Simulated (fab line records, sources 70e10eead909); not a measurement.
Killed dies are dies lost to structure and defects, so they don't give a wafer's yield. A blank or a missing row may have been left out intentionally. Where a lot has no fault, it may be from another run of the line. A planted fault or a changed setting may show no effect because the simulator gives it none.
Chamber matching :: flow nand_harc :: cmp-04 running NHARC_P_M2_CMP_23: 4 sister chambers
The step polishes, t overpolish 20 s, target thk 144.3 nm. 18 wafers are shown with their chamber, then 9 later ones without.

== EACH WAFER AND ITS CHAMBER ==
wafer: L083.3
chamber: 1
time_to_endpoint_s (s): 27
motor_current_A (A): 12.7

wafer: L083.4
chamber: 3
time_to_endpoint_s (s): 32
motor_current_A (A): 14.5

wafer: L083.5
chamber: 3
time_to_endpoint_s (s): 31
motor_current_A (A): 13.2

wafer: L085.2
chamber: 1
time_to_endpoint_s (s): 27
motor_current_A (A): 12.4

wafer: L085.3
chamber: 3
time_to_endpoint_s (s): 31
motor_current_A (A): 14.5

wafer: L085.4
chamber: 2
time_to_endpoint_s (s): 33
motor_current_A (A): 12.7

wafer: L086.3
chamber: 2
time_to_endpoint_s (s): 30
motor_current_A (A): 11.6

wafer: L086.4
chamber: 1
time_to_endpoint_s (s): 27
motor_current_A (A): 11.7

wafer: L086.6
chamber: 3
time_to_endpoint_s (s): 30
motor_current_A (A): 14.1

wafer: L088.2
chamber: 2
time_to_endpoint_s (s): 31
motor_current_A (A): 12.8

wafer: L088.5
chamber: 3
time_to_endpoint_s (s): 31
motor_current_A (A): 13.3

wafer: L088.6
chamber: 2
time_to_endpoint_s (s): 30
motor_current_A (A): 12.2

wafer: L089.3
chamber: 2
time_to_endpoint_s (s): 30
motor_current_A (A): 12.0

wafer: L089.4
chamber: 3
time_to_endpoint_s (s): 29
motor_current_A (A): 14.4

wafer: L089.5
chamber: 1
time_to_endpoint_s (s): 23
motor_current_A (A): 12.2

wafer: L090.1
chamber: 2
time_to_endpoint_s (s): 33
motor_current_A (A): 12.1

wafer: L090.3
chamber: 0
time_to_endpoint_s (s): 36
motor_current_A (A): 12.1

wafer: L090.4
chamber: 3
time_to_endpoint_s (s): 31
motor_current_A (A): 13.9

SIGNATURES (means of the wafers above)
reading: time_to_endpoint_s
chamber 0: 36.00
chamber 1: 26.00
chamber 2: 31.17
chamber 3: 30.71
scatter within a chamber: 1.42

reading: motor_current_A
chamber 0: 12.100
chamber 1: 12.250
chamber 2: 12.233
chamber 3: 13.986
scatter within a chamber: 0.489
Rule: distance of a wafer from a chamber = root of the sum over the readings of ((wafer's reading minus chamber's mean) / reading's scatter) squared. If the next closest chamber is less than 2 further off than the closest, the wafer can't be placed; otherwise it belongs to the closest. The scatter: take each reading less its chamber's mean, square it, sum over the shown wafers, divide by the number of wafers less the number of chambers, and take the root.

== WAFERS MISSING THEIR CHAMBER ==
wafer: L091.2
time_to_endpoint_s (s): 25
motor_current_A (A): 12.5

wafer: L091.3
time_to_endpoint_s (s): 30
motor_current_A (A): 13.1

wafer: L091.4
time_to_endpoint_s (s): 33
motor_current_A (A): 11.5

wafer: L095.2
time_to_endpoint_s (s): 32
motor_current_A (A): 13.6

wafer: L095.4
time_to_endpoint_s (s): 26
motor_current_A (A): 11.9

wafer: L095.6
time_to_endpoint_s (s): 31
motor_current_A (A): 12.6

wafer: L096.1
time_to_endpoint_s (s): 36
motor_current_A (A): 11.6

wafer: L096.3
time_to_endpoint_s (s): 32
motor_current_A (A): 12.7

wafer: L096.5
time_to_endpoint_s (s): 33
motor_current_A (A): 14.5

== WHICH CHAMBER EACH ONE RAN IN ==
wafer: L091.2
from the rows above: 1
in truth: 1

wafer: L091.3
from the rows above: can't be placed: 3 or 2 or 1
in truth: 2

wafer: L091.4
from the rows above: can't be placed: 2 or 0
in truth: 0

wafer: L095.2
from the rows above: can't be placed: 3 or 2
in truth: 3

wafer: L095.4
from the rows above: 1
in truth: 1

wafer: L095.6
from the rows above: 2
in truth: 2

wafer: L096.1
from the rows above: 0
in truth: 0

wafer: L096.3
from the rows above: can't be placed: 2 or 3 or 0
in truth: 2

wafer: L096.5
from the rows above: 3
in truth: 3
Correctly placed: 5 of 9. These rows do not allow placing 4 (true chamber among the candidates in 4). Wrongly placed: 0.
